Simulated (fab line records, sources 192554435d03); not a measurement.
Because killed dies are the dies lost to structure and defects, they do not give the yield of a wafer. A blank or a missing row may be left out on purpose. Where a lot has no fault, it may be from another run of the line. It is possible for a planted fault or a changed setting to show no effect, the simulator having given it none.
Problem report, 8D (eight disciplines) form, completed by code :: flow n5-finfet :: the parts of the form that need people (team, actions taken, sign-off) are left out

1. WHAT WENT WRONG
Wafers without a fault read 341.8 W, standard deviation 1.3; rf-fwd-power-W at N5_BEOL_M7_VIA_ETCH_34 reads a mean of 259.6 W on 6 wafers belonging to 2 lots. Relative to the usual mean, that is a shift of -63 standard deviations.
The step: etches SiCOH lowk in C4F6/O2, target depth 125.5 nm, time 50.5 s.
The first sign was on wafer L699.2 at day 10 23:09, on rie-diel-06. Wafers with a number at this step in the record: 18, from 6 lots. The rule behind "out" and "out of limits": a value lying over 4 standard deviations away from the usual mean. The other wafers with a number count as sound.

2. WHAT IT IS, AND WHAT IT ISN'T
question: which readings at this step
is: rf-fwd-power-W, rf-vpp-V
is not: drypump-motor-current-A, oes-product-au, showerhead-plenum-p-Torr, throttle-valve-pct

question: which lots
is: L699, L701
is not: L691, L698, L709, L713

question: which wafers of those lots
is: all that have a number
is not: -

question: read on which tools
is: rie-diel-06
is not: rie-diel-02, rie-diel-04

question: when
is: from day 10 23:09
is not: up to then (6 sound wafers); but 6 sound wafers of L709, L713 came after

3. THE SUSPECTS, EACH WITH WHAT RULES IT OUT
Counting: a tool at a process step up to the reading stays a suspect if it ran every lot that is out and no sound lot after the first of them.
- rie-diel-06 at N5_BEOL_M7_DESCUM_33 (chemistry O2, time 7 s): ruled out as a lasting fault. The sound lots L713 went through it after L699, its earliest lot that is out (day 10 22:58).
- rie-diel-06 at N5_BEOL_M7_ETCH_72 (etches underlayer in N2/H2, target depth 6.5 nm, time 5.2 s): ruled out as a lasting fault. The sound lots L713 went through it after L699, its earliest lot that is out (day 10 23:01).
- rie-diel-06 at N5_BEOL_M7_ETCH_65 (etches SiARC in CF4, target depth 15.6 nm, time 26 s): ruled out as a lasting fault. The sound lots L713 went through it after L699, its earliest lot that is out (day 10 23:01).
- rie-diel-06 at N5_BEOL_M7_ETCH_66 (etches SOC in N2/H2, target depth 80 nm, overetch 16 nm, time 120 s): ruled out as a lasting fault. The sound lots L713 went through it after L699, its earliest lot that is out (day 10 23:03).
- rie-diel-06 at N5_BEOL_M7_VIA_ETCH_34 (etches SiCOH lowk in C4F6/O2, target depth 125.5 nm, time 50.5 s): ruled out as a lasting fault. The sound lots L713 went through it after L699, its earliest lot that is out (day 10 23:09).
Left after counting: nothing in the record.

4. THE CAUSE (what the simulator had put in)
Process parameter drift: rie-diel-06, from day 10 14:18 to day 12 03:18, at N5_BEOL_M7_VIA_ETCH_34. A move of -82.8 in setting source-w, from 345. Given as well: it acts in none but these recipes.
Counting ruled it out, wrongly.

5. SEQUENCE OF EFFECTS, ordered by route
Each row: a reading where the mean over the struck wafers with a number is more than 3 standard deviations away from the usual. Only readings whose record carries a usual standard deviation are examined. hours: median over the lots of the time between each lot's start at the first step of this table that gives one and its start at this step. sigmas: the change, counted in usual standard deviations.
hours: 0
step: N5_BEOL_M7_VIA_ETCH_34
reading: oes_f_703_au
usual: 0.78 a.u.
on struck wafers: 0.55
change: -0.23
sigmas: -3.4

hours: 0
step: N5_BEOL_M7_VIA_ETCH_34
reading: rf-fwd-power-W
usual: 341.8 W
on struck wafers: 259.6
change: -82.2
sigmas: -63

hours: 0
step: N5_BEOL_M7_VIA_ETCH_34
reading: rf-vpp-V
usual: 659 V
on struck wafers: 759
change: +100
sigmas: +9.1
It contains these process steps:
- N5_BEOL_M7_VIA_ETCH_34: etches SiCOH lowk in C4F6/O2, target depth 125.5 nm, time 50.5 s.

6. WHAT WOULD HAVE CAUGHT IT SOONER
In this record the first reading out of limits was taken at day 10 23:09, 9 hours after the fault began at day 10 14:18.
